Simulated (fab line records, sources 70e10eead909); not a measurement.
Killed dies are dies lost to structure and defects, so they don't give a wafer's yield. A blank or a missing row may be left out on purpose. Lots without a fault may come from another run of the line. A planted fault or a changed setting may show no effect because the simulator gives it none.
Which tool did it? | flow nand_harc | 14 lots, 39 wafers sampled, at 6 steps of a route of 1159

WHAT THE GAUGES READ, wafer by wafer
NHARC_A_ONON_D1_THK_MEAS_30: measures by ellipsometry. Usual: thk_nm 995 nm, standard deviation 10.
lot  | measured     | on            | thk_nm (nm)    | flag
L180 | day 8 10:47  | film_metro-01 | 990 990 991    |
L183 | day 8 23:27  | film_metro-02 | 992 991 991    |
L182 | day 8 23:28  | film_metro-01 | 996 997 997    |
L185 | day 9 10:17  | film_metro-02 | 986 989 989    |
L186 | day 9 20:14  | film_metro-02 | 1003 1002 1003 |
L187 | day 9 20:15  | film_metro-01 | 1001 1002 1002 |
L189 | day 10 11:03 | film_metro-02 | 1008 1011 1011 |
L190 | day 10 20:14 | film_metro-02 | 997 998 994    |
L191 | day 11 04:13 | film_metro-01 | 979 468        | OFF
L192 | day 11 04:16 | film_metro-01 | 998 999 997    |
L193 | day 12 00:29 | film_metro-01 | 994 993 995    |
L194 | day 12 00:22 | film_metro-01 | 485 486        | OFF
L197 | day 12 13:41 | film_metro-02 | 476 479        | OFF
L201 | day 13 09:32 | film_metro-01 | 988 987 989    |

NHARC_A_CHANNEL_HOLE_D1_OVL_MEAS_11. Usual: overlay_x_nm 0.0 nm, standard deviation 0.85; overlay_y_nm -0.3 nm, standard deviation 0.87.
lot  | measured     | on         | overlay_x_nm (nm) | overlay_y_nm (nm) | flag
L180 | day 8 19:21  | overlay-01 | -0.7 -0.1 -0.7    | 0.8 0.5 1.3       |
L183 | day 9 04:34  | overlay-02 | -0.4 -0.3 -0.3    | 0.9 1.3 0.9       |
L182 | day 9 05:20  | overlay-02 | 0.0 0.5 0.5       | -0.6 -1.1 -0.5    |
L185 | day 9 13:28  | overlay-02 | 1.3 0.9 0.7       | 0.6 0.3 0.4       |
L186 | day 9 23:36  | overlay-02 | -0.4 -0.4 -0.2    | 0.3 1.2 1.6       |
L187 | day 9 23:54  | overlay-02 | -1.4 -1.3 -0.8    | -0.2 -0.7 -0.2    |
L189 | day 10 14:31 | overlay-01 | -0.3 0.1 -0.8     | 0.8 0.6 0.8       |
L190 | day 11 00:31 | overlay-01 | -1.2 -0.8 -1.2    | -0.9 -0.3 -1.4    |
L191 | day 11 07:35 | overlay-01 | 2.1               | -0.7              |
L192 | day 11 07:46 | overlay-01 | -0.3 -1.2 -0.8    | -0.6 -0.6 -0.2    |
L193 | day 12 05:20 | overlay-01 | -0.3 -0.5 -0.8    | -0.7 -0.6 -0.7    |
L201 | day 13 15:17 | overlay-02 | 0.0 -0.8 -0.1     | -1.1 -1.3 -1.5    |

NHARC_END_SORT_01. Usual: killed_at_array 27, standard deviation 8.8; killed_at_other 0.4, standard deviation 0.82; killed_at_periphery 3.1, standard deviation 2.1; killed_dies 31, standard deviation 8.8; killed_open 3.3, standard deviation 2; killed_short 2.0, standard deviation 1.4.
lot  | measured     | on        | killed_at_array | killed_at_other | killed_at_periphery | killed_dies | killed_open | killed_short | flag
L197 | day 24 01:49 | prober-02 | 664 674         | 3 0             | 10 3                | 677 677     | 3 2         | 4 0          | OFF

WHICH TOOL RAN EACH LOT (tool, then ch and the chambers of the sampled wafers, then the start)
lot  | NHARC_P_BONDPAD_DEGAS_25     | NHARC_A_ZERO_WELL_RTA_16         | NHARC_A_ONON_D1_DEP_28
L180 | pvd_sputter-03, day 6 20:34  | rtp_anneal-02 ch 0, day 7 00:57  | pecvd_onon-01 ch 0, day 8 10:16
L183 | pvd_sputter-03, day 7 09:42  | rtp_anneal-01 ch 0, day 7 13:58  | pecvd_onon-01 ch 0, day 8 23:00
L182 | pvd_sputter-02, day 7 12:23  | rtp_anneal-02 ch 0, day 7 16:35  | pecvd_onon-02 ch 0, day 8 22:58
L185 | pvd_sputter-02, day 7 20:28  | rtp_anneal-01 ch 0, day 8 00:49  | pecvd_onon-03 ch 0, day 9 09:57
L186 | pvd_sputter-03, day 8 05:52  | rtp_anneal-02 ch 0, day 8 10:05  | pecvd_onon-02 ch 0, day 9 19:44
L187 | pvd_sputter-01, day 8 07:07  | rtp_anneal-01 ch 0, day 8 11:17  | pecvd_onon-03 ch 0, day 9 19:44
L189 | pvd_sputter-02, day 8 19:53  | rtp_anneal-01 ch 0, day 9 00:04  | pecvd_onon-01 ch 0, day 10 10:32
L190 | pvd_sputter-01, day 9 03:11  | rtp_anneal-01 ch 0, day 9 07:32  | pecvd_onon-01 ch 0, day 10 19:44
L191 | pvd_sputter-02, day 9 15:05  | rtp_anneal-02 ch 0, day 9 19:22  | pecvd_onon-01 ch 0, day 11 03:46
L192 | pvd_sputter-03, day 9 15:48  | rtp_anneal-02 ch 0, day 9 20:21  | pecvd_onon-03 ch 0, day 11 03:44
L193 | pvd_sputter-03, day 10 09:40 | rtp_anneal-02 ch 0, day 10 13:52 | pecvd_onon-02 ch 0, day 11 23:59
L194 | pvd_sputter-02, day 10 10:18 | rtp_anneal-01 ch 0, day 10 14:24 | pecvd_onon-01 ch 0, day 11 23:51
L197 | pvd_sputter-01, day 11 01:11 | rtp_anneal-02 ch 0, day 11 05:31 | pecvd_onon-01 ch 0, day 12 13:10
L201 | pvd_sputter-01, day 11 20:57 | rtp_anneal-02 ch 0, day 12 01:19 | pecvd_onon-03 ch 0, day 13 09:04
- NHARC_P_BONDPAD_DEGAS_25: time 60 s.
- NHARC_A_ZERO_WELL_RTA_16: time 10 s.
- NHARC_A_ONON_D1_DEP_28: target thk 1000 nm.

WHAT THE TOOLS THEMSELVES READ (means of the sampled wafers that have a number; where no wafer has one, the mark that the record gives instead)
NHARC_P_BONDPAD_DEGAS_25. Usual: heater_power_w 490 W, standard deviation 47.
lot  | tool           | heater_power_w (W) | flag
L180 | pvd_sputter-03 | 507                |
L183 | pvd_sputter-03 | 531                |
L182 | pvd_sputter-02 | 487                |
L185 | pvd_sputter-02 | 495                |
L186 | pvd_sputter-03 | 520                |
L187 | pvd_sputter-01 | 443                |
L189 | pvd_sputter-02 | 480                |
L190 | pvd_sputter-01 | 417                |
L191 | pvd_sputter-02 | 463                |
L192 | pvd_sputter-03 | 470                |
L193 | pvd_sputter-03 | 534                |
L194 | pvd_sputter-02 | 506                |
L197 | pvd_sputter-01 | 502                |
L201 | pvd_sputter-01 | 463                |

NHARC_A_ZERO_WELL_RTA_16. Usual: anneal_temp_c_max 1004.6, standard deviation 1.1; lamp_power_pct 31.2 %, standard deviation 0.73; lamp_zone_2_pct 31.2 %, standard deviation 0.72; lamp_zone_5_pct 31.2 %, standard deviation 0.73; wafer_temp_C_max 1005.6, standard deviation 1.1.
lot  | tool          | anneal_temp_c_max | lamp_power_pct (%) | lamp_zone_2_pct (%) | lamp_zone_5_pct (%) | wafer_temp_C_max | flag
L180 | rtp_anneal-02 | 1002.9            | 32.0               | 31.9                | 31.9                | 1005.3           |
L183 | rtp_anneal-01 | 1005.5            | 30.4               | 30.5                | 30.4                | 1005.4           |
L182 | rtp_anneal-02 | 1003.5            | 31.9               | 31.9                | 31.9                | 1006.2           |
L185 | rtp_anneal-01 | 1005.7            | 30.5               | 30.5                | 30.5                | 1005.7           |
L186 | rtp_anneal-02 | 1003.7            | 32.0               | 31.9                | 32.0                | 1005.0           |
L187 | rtp_anneal-01 | 1005.6            | 30.5               | 30.5                | 30.5                | 1004.8           |
L189 | rtp_anneal-01 | 1004.6            | 30.5               | 30.5                | 30.5                | 1006.3           |
L190 | rtp_anneal-01 | 1005.4            | 30.5               | 30.5                | 30.4                | 1005.6           |
L191 | rtp_anneal-02 | 1003.2            | 31.9               | 31.9                | 31.9                | 1005.6           |
L192 | rtp_anneal-02 | 1004.2            | 32.0               | 31.9                | 32.0                | 1005.1           |
L193 | rtp_anneal-02 | 1003.5            | 32.0               | 31.9                | 32.0                | 1004.8           |
L194 | rtp_anneal-01 | 1006.2            | 30.5               | 30.5                | 30.5                | 1005.0           |
L197 | rtp_anneal-02 | 1003.5            | 31.9               | 31.9                | 31.9                | 1005.0           |
L201 | rtp_anneal-02 | 1003.3            | 31.9               | 31.9                | 31.9                | 1005.8           |

NHARC_A_ONON_D1_DEP_28. Usual: nh3_flow_sccm 500.0 sccm, standard deviation 1.7; sih4_flow_sccm 210.2 sccm, standard deviation 0.64.
lot  | tool          | nh3_flow_sccm (sccm) | sih4_flow_sccm (sccm) | flag
L180 | pecvd_onon-01 | 500.0                | 210.2                 |
L183 | pecvd_onon-01 | 498.6                | 209.8                 |
L182 | pecvd_onon-02 | 499.5                | 209.8                 |
L185 | pecvd_onon-03 | 502.1                | 209.8                 |
L186 | pecvd_onon-02 | 500.5                | 209.9                 |
L187 | pecvd_onon-03 | 498.8                | 210.8                 |
L189 | pecvd_onon-01 | 501.3                | 210.7                 |
L190 | pecvd_onon-01 | 502.3                | 211.4                 |
L191 | pecvd_onon-01 | 500.1                | 210.1                 |
L192 | pecvd_onon-03 | 500.0                | 210.6                 |
L193 | pecvd_onon-02 | 498.9                | 210.2                 |
L194 | pecvd_onon-01 | 501.1                | 210.3                 |
L197 | pecvd_onon-01 | 497.4                | 209.5                 |
L201 | pecvd_onon-03 | 501.1                | 210.5                 |

THE ANSWER, worked out from the rows above alone
Rule: a lot is off if the mean of its wafers that have a number lies more than 3 standard deviations from the usual mean. A lot without any number at a reading at which 4 lots or more have one is off too. The other lots that the step has rows for count as sound. The gauges are gone through in route order, then the tools' own readings, and for those a lot's mean is taken as printed above. The first step at which some lot is off is used, and at that step the reading that is off furthest; a lot without a number counts as furthest.
Off: L191, L194, L197, at NHARC_A_ONON_D1_THK_MEAS_30 (thk_nm).
A tool fits if, at a process step before that reading, it ran every lot that is off, and no sound lot after the first of them. The gauges at NHARC_A_ONON_D1_THK_MEAS_30 are tried like those tools. One fits: pecvd_onon-01 at NHARC_A_ONON_D1_DEP_28. Its last sound lot is L190 (day 10 19:44), its first lot that is off L191 (day 11 03:46): a fault that began between those two fits.

WHAT THE SIMULATOR HAD PUT IN
Process parameter drift: pecvd_onon-01, from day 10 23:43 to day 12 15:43, at NHARC_A_ONON_D1_DEP_28. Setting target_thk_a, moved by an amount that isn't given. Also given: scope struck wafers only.
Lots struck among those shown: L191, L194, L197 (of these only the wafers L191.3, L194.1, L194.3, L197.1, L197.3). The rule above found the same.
